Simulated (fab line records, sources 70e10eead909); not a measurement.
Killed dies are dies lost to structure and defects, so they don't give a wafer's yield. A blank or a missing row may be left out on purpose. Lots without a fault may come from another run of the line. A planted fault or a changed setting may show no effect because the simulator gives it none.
Which tool did it? | flow nand_harc | 12 lots, 36 wafers sampled, at 1 step of a route of 1302

WHAT THE GAUGES READ, wafer by wafer
NHARC_A_CONTACT_CD_MEAS_69: target cd 300 nm.
lot  | measured     | on        | cd_nm (nm)
L074 | day 22 12:38 | cd_sem-02 | 298.3 298.8 298.8
L077 | day 23 11:39 | cd_sem-01 | 299.8 301.1 301.0
L079 | day 23 15:34 | cd_sem-03 | 301.2 300.4 300.4
L080 | day 24 10:21 | cd_sem-03 | 299.8 300.1 299.6
L083 | day 25 21:57 | cd_sem-01 | 299.6 299.3 300.1
L086 | day 26 21:36 | cd_sem-01 | 299.6 300.4 300.7
L087 | day 27 19:14 | cd_sem-01 | 299.8 300.0 300.4
L088 | day 28 10:36 | cd_sem-02 | 299.0 299.5 300.1
L091 | day 30 00:02 | cd_sem-02 | 298.1 299.7 298.1
L093 | day 30 06:13 | cd_sem-02 | 299.6 300.0 299.9
L095 | day 30 18:44 | cd_sem-01 | 299.0 299.3 299.6
L097 | day 31 06:51 | cd_sem-03 | 298.0 299.1 299.3

WHICH TOOL RAN EACH LOT (tool, then ch and the chambers of the sampled wafers, then the start)
The record holds no process step before these readings.

THE ANSWER, worked out from the rows above alone
Rule: what is usual is taken from the lots themselves. Put in order of their means at a reading, lots are off if they are a third of the lots or fewer, leave a main group of 4 or more, and stand apart from it by a gap of 3 or more times the standard deviation of the main group's means; of several such gaps the widest counts. A main group whose means are all the same, to the digits that the tables above print for the reading, isn't used. A lot without any number at a reading at which 4 lots or more have one is off too. The other lots that the step has rows for count as sound.
No lot is off at any reading shown: from this, nothing can be told.

WHAT THE SIMULATOR HAD PUT IN
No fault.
